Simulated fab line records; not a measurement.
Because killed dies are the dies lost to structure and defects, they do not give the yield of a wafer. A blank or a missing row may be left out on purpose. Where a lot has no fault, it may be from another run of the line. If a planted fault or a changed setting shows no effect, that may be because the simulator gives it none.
Tool commonality check	flow nand-harc	Lots sampled 11, wafers sampled 33

WHAT PROMPTED THE OPENING
On 1 of the 11 lots, a flag is raised at NHARC_P_ZERO_WELL_CD_MEAS_24 on the reading cd-nm. No-fault wafers: 719.6 nm, standard deviation 1.8.
Rule: a lot gets a flag if all its wafers with a number sit over 4 standard deviations from that mean, or if no wafer of it has a number. All remaining lots are regarded as sound.

lot	measured	on	cd-nm (nm), wafer by wafer	flag
L765	day 1 14:29	cd-sem-03	718.7 719.8 719.3	
L766	day 1 20:35	cd-sem-03	722.5 721.1 720.1	
L767	day 2 02:30	cd-sem-02	720.0 715.6 716.1	
L768	day 2 08:35	cd-sem-02	720.8 720.4 716.7	
L770	day 2 20:29	cd-sem-03	720.5 721.5 719.9	
L771	day 3 02:29	cd-sem-01	719.7 721.2 720.7	
L774	day 3 20:27	cd-sem-01	718.8 718.3 719.8	
L776	day 4 08:29	cd-sem-02	716.2 717.3 719.2	
L778	day 4 20:40	cd-sem-01	719.7 721.3 722.9	
L780	day 5 08:29	cd-sem-01	707.4 707.4 710.9	FLAGGED
L788	day 7 08:33	cd-sem-03	718.9 718.0 720.4	
Average over the flagged lots: 708.6 nm; offset from the usual -11.0 nm, equal to -6 standard deviations.

WHICH TOOL RAN EACH LOT
Before the reading, the record contains 3 process steps out of a 1159-step route. Every cell lists first the tool, next ch and the chambers used by the sampled wafers, and last the start.
lot	flag	NHARC_P_ZERO_WELL_ETCH_62	NHARC_P_ZERO_WELL_ETCH_63	NHARC_P_ZERO_WELL_EXPOSE_21
L765		rie-diel-03 ch 0,1,2, day 1 13:42 or earlier	rie-si-01 ch 0,2, day 1 13:42	krf-scanner-02 ch 0, day 1 14:20
L766		rie-diel-13 ch 1,2, day 1 19:40 or earlier	rie-si-02 ch 1,3, day 1 19:40	krf-scanner-01 ch 0, day 1 20:26
L767		rie-diel-05 ch 2,3, day 2 01:42 or earlier	rie-si-02 ch 0,1,2, day 2 01:42	krf-scanner-01 ch 0, day 2 02:20
L768		rie-diel-13 ch 1,2,3, day 2 07:39 or earlier	rie-si-06 ch 0,2,3, day 2 07:39	krf-scanner-03 ch 0, day 2 08:25
L770		rie-diel-13 ch 0,1, day 2 19:34 or earlier	rie-si-02 ch 0,2,3, day 2 19:34	krf-scanner-02 ch 0, day 2 20:20
L771		rie-diel-03 ch 0,1,2, day 3 01:40 or earlier	rie-si-01 ch 1,3, day 3 01:40	krf-scanner-02 ch 0, day 3 02:20
L774		rie-diel-03 ch 1,3, day 3 19:40 or earlier	rie-si-06 ch 0,2,3, day 3 19:40	krf-scanner-01 ch 0, day 3 20:17
L776		rie-diel-03 ch 0,1,3, day 4 07:39 or earlier	rie-si-02 ch 0,1,3, day 4 07:39	krf-scanner-02 ch 0, day 4 08:20
L778		rie-diel-13 ch 0,3, day 4 19:44 or earlier	rie-si-01 ch 0,2, day 4 19:44	krf-scanner-01 ch 0, day 4 20:31
L780	FLAGGED	rie-diel-05 ch 1,2,3, day 5 07:33 or earlier	rie-si-02 ch 1,2,3, day 5 07:33	krf-scanner-01 ch 0, day 5 08:19
L788		rie-diel-03 ch 2,3, day 7 07:38 or earlier	rie-si-06 ch 1,2, day 7 07:38	krf-scanner-03 ch 0, day 7 08:23
What these steps do:
- NHARC_P_ZERO_WELL_ETCH_62: etches the open film in CHF3/Ar, target depth 13 nm, time 6.5 s.
- NHARC_P_ZERO_WELL_ETCH_63: etches the open film in HBr/Cl2, target depth 120 nm, time 40.1 s.
- NHARC_P_ZERO_WELL_EXPOSE_21: exposes mask P NWELL, target cd 720 nm.
- NHARC_P_ZERO_WELL_CD_MEAS_24: target cd 720 nm.

FLAGGED OVER TOTAL, TOOL BY TOOL (the gauges that took the reading come last)
step	tool	lots run	flagged	share of the flagged lots	sound lots run after its first flagged lot
NHARC_P_ZERO_WELL_ETCH_62	rie-diel-03	5	0	none	-
NHARC_P_ZERO_WELL_ETCH_62	rie-diel-05	2	1	all	0
NHARC_P_ZERO_WELL_ETCH_62	rie-diel-13	4	0	none	-
NHARC_P_ZERO_WELL_ETCH_63	rie-si-01	3	0	none	-
NHARC_P_ZERO_WELL_ETCH_63	rie-si-02	5	1	all	0
NHARC_P_ZERO_WELL_ETCH_63	rie-si-06	3	0	none	-
NHARC_P_ZERO_WELL_EXPOSE_21	krf-scanner-01	5	1	all	0
NHARC_P_ZERO_WELL_EXPOSE_21	krf-scanner-02	4	0	none	-
NHARC_P_ZERO_WELL_EXPOSE_21	krf-scanner-03	2	0	none	-
NHARC_P_ZERO_WELL_CD_MEAS_24	cd-sem-01	4	1	all	0
NHARC_P_ZERO_WELL_CD_MEAS_24	cd-sem-02	3	0	none	-
NHARC_P_ZERO_WELL_CD_MEAS_24	cd-sem-03	4	0	none	-
With no start given for some of its lots, NHARC_P_ZERO_WELL_ETCH_62 uses the hours and lot order of NHARC_P_ZERO_WELL_ETCH_63.

THE TABLE: WHAT IT ALLOWS
4 rows of the table ran every flagged lot: rie-diel-05 at NHARC_P_ZERO_WELL_ETCH_62, rie-si-02 at NHARC_P_ZERO_WELL_ETCH_63, krf-scanner-01 at NHARC_P_ZERO_WELL_EXPOSE_21, cd-sem-01 at NHARC_P_ZERO_WELL_CD_MEAS_24.
- rie-diel-05 at NHARC_P_ZERO_WELL_ETCH_62 ran 2 lots, 1 of them flagged. Its last sound lot is L767 (day 2 01:42), its first flagged lot L780 (day 5 07:33): a fault that began between those two fits.
- rie-si-02 at NHARC_P_ZERO_WELL_ETCH_63 ran 5 lots, 1 of them flagged. Its last sound lot is L776 (day 4 07:39), its first flagged lot L780 (day 5 07:33): a fault that began between those two fits.
- krf-scanner-01 at NHARC_P_ZERO_WELL_EXPOSE_21 ran 5 lots, 1 of them flagged. Its last sound lot is L778 (day 4 20:31), its first flagged lot L780 (day 5 08:19): a fault that began between those two fits.
- cd-sem-01 at NHARC_P_ZERO_WELL_CD_MEAS_24 ran 4 lots, 1 of them flagged. Its last sound lot is L778 (day 4 20:40), its first flagged lot L780 (day 5 08:29): a fault that began between those two fits.
These 4 tools cannot be told apart by counting lots, since each of them fits a fault that started at some hour. More lots, or a look at what each step does to the wafer, might.

WHAT THE SIMULATOR HAD PUT IN
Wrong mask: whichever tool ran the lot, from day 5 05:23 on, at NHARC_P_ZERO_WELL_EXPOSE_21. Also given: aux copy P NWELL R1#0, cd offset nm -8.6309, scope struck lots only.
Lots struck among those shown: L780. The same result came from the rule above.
